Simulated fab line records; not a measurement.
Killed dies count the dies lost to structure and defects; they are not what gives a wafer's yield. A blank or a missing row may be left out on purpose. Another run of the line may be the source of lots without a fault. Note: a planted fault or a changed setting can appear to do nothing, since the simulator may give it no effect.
A struck lot beside a sound one -- flow n5 finfet -- 13 steps out of a route of 1938
Sound: wafers L547.1, L547.3, L547.5. Wafers L551.1, L551.5, L551.6 were the ones struck. Last of all comes the cause.
Per side, at each step with rows, come the tool, then ch with its chambers, and then its first start. Under that, the readings that differ: sound wafers -- struck wafers -- difference of the means -- sigmas: that difference in standard deviations of wafers without a fault.
alike: readings whose means differ by less than 2 such deviations, and words and numbers that are the same on both sides. not compared: withheld readings, readings that some wafer has no value for, bounds like >300 that may hide the same value, and numbers for which the record gives no deviation and whose values overlap.
The two part at a step that has a row with sigmas, a row that says differs or no value, or rows on one side only. Numbers that don't overlap but have no deviation are shown without sigmas and don't part them. Lack of a reading on every wafer of one side parts them only where that side has two or more wafers.

N5_GATE_CUT_THK_MEAS_24:
  struck on film metro-02, day 8 21:13; sound on film metro-01, day 7 22:31
  alike: GC_FILL_THK
N5_GATE_CUT_CMP_43: polishes SiO2.
  sound on cmp-01 ch 0,3, day 7 22:32; struck on cmp-02 ch 1,2, day 8 21:15
  alike: motor current A, retaining ring pressure frac, slurry filter dp kPa
N5_GATE_CUT_CMP_61: polishes, stops on SiNx, t overpolish 3 s.
  sound on cmp-01 ch 0,3, day 7 23:01; struck on cmp-02 ch 1,2, day 8 21:44
  alike: motor current A, platen rpm, retaining ring pressure frac, slurry filter dp kPa
N5_GATE_CUT_INSPECT_26: inspects for defects (darkfield).
  struck on defect inspect-02, day 8 21:58; sound on defect inspect-01, day 7 23:16
  alike: raw defect count
then, 7 steps without rows for these wafers: N5_MOL_CONTACT_COAG_COAT_103 (time 60 s, resist thk 80 nm); N5_MOL_CONTACT_COAG_COAT_104 (time 60 s, resist thk 12 nm); N5_MOL_CONTACT_COAG_COAT_58 (time 60 s, resist thk 10 nm); N5_MOL_CONTACT_COAG_COAT_02 (resist thk 30 nm); N5_MOL_CONTACT_COAG_EBR_04; N5_MOL_CONTACT_COAG_SOFTBAKE_03 (time 60 s); N5_MOL_CONTACT_COAG_EXPOSE_05 (exposes mask CA, defocus 0 nm).
N5_MOL_CONTACT_COAG_PEB_06: peb time 60 s.
  sound on litho track-05 ch 0, day 7 23:37; struck on litho track-02, day 8 22:19
  no value came back on the struck wafers for chill plate temp C (C), exhaust pa (Pa); on the sound wafers chill plate temp C (C) reads 23.01 22.94 22.95
then, 1 step without rows for these wafers: N5_MOL_CONTACT_COAG_DEVELOP_07 (develop time 30 s).

## WHERE THEY PART
N5_MOL_CONTACT_COAG_PEB_06 only, going by this record.

WHY: whatever the simulator had introduced
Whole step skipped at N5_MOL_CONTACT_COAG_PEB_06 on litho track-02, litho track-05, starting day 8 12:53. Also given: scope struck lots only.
